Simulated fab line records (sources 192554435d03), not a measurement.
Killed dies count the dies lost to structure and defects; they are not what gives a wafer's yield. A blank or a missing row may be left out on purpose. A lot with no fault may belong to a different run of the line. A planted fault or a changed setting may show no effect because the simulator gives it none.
Split-lot trial :: flow n5_finfet :: on a route of 1938 steps: 7 lots, 21 wafers read

== SPLIT DETAILS ==
At N5_PASSIVATION_ETCH_54 (etches SiO2 in CHF3/O2, target depth 880 nm, time 440 s), the setting time_s was moved away from the recipe's 440 s on 7 of the 21 wafers read, by -22.5% to +21.5%. This setting was run at the recipe's value on the other wafers.

The split's own step is where the reading is taken.

== THE READING ==
PASSIVATION.feature_depth_nm (the simulator's own value, which no gauge read), in nm, at N5_PASSIVATION_ETCH_54 (etches SiO2 in CHF3/O2, target depth 880 nm, time 440 s). The file does not state a usual value for it. Across the 14 wafers here that went through the recipe, the average is 873.9 nm and the standard deviation 22 nm.

wafer: L075.1
tool, chamber at the split: rie_diel-05, 1
time_s as run, s: 440
against the recipe: recipe
PASSIVATION.feature_depth_nm, nm: 888.2
against lot-mates on the recipe: -

wafer: L075.2
tool, chamber at the split: rie_diel-05, 2
time_s as run, s: 440
against the recipe: recipe
PASSIVATION.feature_depth_nm, nm: 902.2
against lot-mates on the recipe: -

wafer: L075.6
tool, chamber at the split: rie_diel-05, 3
time_s as run, s: 440
against the recipe: recipe
PASSIVATION.feature_depth_nm, nm: 863.8
against lot-mates on the recipe: -

wafer: L078.1
tool, chamber at the split: rie_diel-01, 1
time_s as run, s: 534.7
against the recipe: +21.5%
PASSIVATION.feature_depth_nm, nm: 1101
against lot-mates on the recipe: +241.6

wafer: L078.3
tool, chamber at the split: rie_diel-01, 3
time_s as run, s: 534.7
against the recipe: +21.5%
PASSIVATION.feature_depth_nm, nm: 1068
against lot-mates on the recipe: +208.6

wafer: L078.5
tool, chamber at the split: rie_diel-01, 0
time_s as run, s: 440
against the recipe: recipe
PASSIVATION.feature_depth_nm, nm: 859.4
against lot-mates on the recipe: -

wafer: L079.1
tool, chamber at the split: rie_diel-01, 1
time_s as run, s: 472.8
against the recipe: +7.5%
PASSIVATION.feature_depth_nm, nm: 971.8
against lot-mates on the recipe: +95.9

wafer: L079.3
tool, chamber at the split: rie_diel-01, 0
time_s as run, s: 440
against the recipe: recipe
PASSIVATION.feature_depth_nm, nm: 846.4
against lot-mates on the recipe: -

wafer: L079.6
tool, chamber at the split: rie_diel-01, 2
time_s as run, s: 440
against the recipe: recipe
PASSIVATION.feature_depth_nm, nm: 905.4
against lot-mates on the recipe: -

wafer: L081.4
tool, chamber at the split: rie_diel-03, 2
time_s as run, s: 412.7
against the recipe: -6.2%
PASSIVATION.feature_depth_nm, nm: 821.2
against lot-mates on the recipe: -47.4

wafer: L081.5
tool, chamber at the split: rie_diel-03, 1
time_s as run, s: 440
against the recipe: recipe
PASSIVATION.feature_depth_nm, nm: 857.2
against lot-mates on the recipe: -

wafer: L081.6
tool, chamber at the split: rie_diel-03, 2
time_s as run, s: 440
against the recipe: recipe
PASSIVATION.feature_depth_nm, nm: 880
against lot-mates on the recipe: -

wafer: L086.2
tool, chamber at the split: rie_diel-01, 0
time_s as run, s: 440
against the recipe: recipe
PASSIVATION.feature_depth_nm, nm: 848.2
against lot-mates on the recipe: -

wafer: L086.3
tool, chamber at the split: rie_diel-01, 3
time_s as run, s: 341.2
against the recipe: -22.5%
PASSIVATION.feature_depth_nm, nm: 666.8
against lot-mates on the recipe: -181.4

wafer: L086.4
tool, chamber at the split: rie_diel-01, 2
time_s as run, s: 341.2
against the recipe: -22.5%
PASSIVATION.feature_depth_nm, nm: 699.2
against lot-mates on the recipe: -149.0

wafer: L089.2
tool, chamber at the split: rie_diel-05, 2
time_s as run, s: 440
against the recipe: recipe
PASSIVATION.feature_depth_nm, nm: 920.2
against lot-mates on the recipe: -

wafer: L089.3
tool, chamber at the split: rie_diel-05, 1
time_s as run, s: 440
against the recipe: recipe
PASSIVATION.feature_depth_nm, nm: 884.6
against lot-mates on the recipe: -

wafer: L089.6
tool, chamber at the split: rie_diel-05, 0
time_s as run, s: 398.4
against the recipe: -9.5%
PASSIVATION.feature_depth_nm, nm: 799.8
against lot-mates on the recipe: -102.6

wafer: L090.1
tool, chamber at the split: rie_diel-03, 0
time_s as run, s: 440
against the recipe: recipe
PASSIVATION.feature_depth_nm, nm: 860.2
against lot-mates on the recipe: -

wafer: L090.4
tool, chamber at the split: rie_diel-03, 1
time_s as run, s: 440
against the recipe: recipe
PASSIVATION.feature_depth_nm, nm: 853.4
against lot-mates on the recipe: -

wafer: L090.5
tool, chamber at the split: rie_diel-03, 0
time_s as run, s: 440
against the recipe: recipe
PASSIVATION.feature_depth_nm, nm: 865.8
against lot-mates on the recipe: -

THE FIT
A straight line over all 21 wafers: PASSIVATION.feature_depth_nm changes by +9.18 nm for each +1% of time_s; r = +0.97; the points scatter about the line by 22 nm.
The same after taking each lot's own level away (the mean of its wafers on the recipe; 21 wafers): +9.05 nm for each +1%; r = +0.97; scatter 22 nm.
That fit puts the effect of the largest move of time_s on the reading at 2e+02 nm.
Measured against the standard deviation above, the lots' own levels, which go from 848.20 to 902.40 nm, span 2.4 times it.
The two slopes agree, so the slope changes little with the lot-to-lot level.
Check: -201 nm against its lot-mates is what the line predicts for one of the wafers moved furthest among these (-22.5%) when that wafer is left out of the fit. Against them it came out at -181 nm.

== OTHER SPLITS ON THESE WAFERS ==
These wafers also went through other splits before the reading. Each is held against what the fit with the lots' levels taken away leaves over:
other split on the same wafers: N5_BEOL_M9_SURFACE_TREAT_79 time_s
wafers away from the commonest value: as run: not given for these wafers
r with PASSIVATION.feature_depth_nm (lot level and that fit taken away): -

other split on the same wafers: N5_BEOL_M10_TRENCH_ETCH_37 bias_w
wafers away from the commonest value: 6
r with PASSIVATION.feature_depth_nm (lot level and that fit taken away): -0.55

other split on the same wafers: N5_BEOL_M10_ETCH_41 source_w
wafers away from the commonest value: 8
r with PASSIVATION.feature_depth_nm (lot level and that fit taken away): +0.12

other split on the same wafers: N5_BEOL_M12_SPUTTER_44 time_s
wafers away from the commonest value: 5
r with PASSIVATION.feature_depth_nm (lot level and that fit taken away): +0.16

other split on the same wafers: N5_BEOL_M13_CMP_49 down_force_psi
wafers away from the commonest value: 7
r with PASSIVATION.feature_depth_nm (lot level and that fit taken away): -0.17

other split on the same wafers: N5_BEOL_M14_COAT_04 spin_rpm
wafers away from the commonest value: 7
r with PASSIVATION.feature_depth_nm (lot level and that fit taken away): -0.57

other split on the same wafers: N5_BEOL_M14_SPUTTER_43 power_w
wafers away from the commonest value: 7
r with PASSIVATION.feature_depth_nm (lot level and that fit taken away): -0.16

other split on the same wafers: N5_PASSIVATION_EXPOSE_27 dose_mj
wafers away from the commonest value: 9
r with PASSIVATION.feature_depth_nm (lot level and that fit taken away): -0.02

== THE WHOLE CHAIN: every reading that the file lists as answering this split, in the file's order ==
step: N5_PASSIVATION_ETCH_54
what it does: etches SiO2 in CHF3/O2, target depth 880 nm, time 440 s
reading: etch.depth_nm (the simulator's own value, which no gauge read)
change (the file's fit): +9.14 nm for each +1% of the setting
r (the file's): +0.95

step: N5_PASSIVATION_ETCH_54
what it does: etches SiO2 in CHF3/O2, target depth 880 nm, time 440 s
reading: PASSIVATION.feature_depth_nm (the simulator's own value, which no gauge read)
change (the file's fit): +9.15 nm for each +1% of the setting
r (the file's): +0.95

== THE FILE'S OWN FIT ==
PASSIVATION.feature_depth_nm changes by +9.15 nm for each +1% of time_s, r = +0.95.
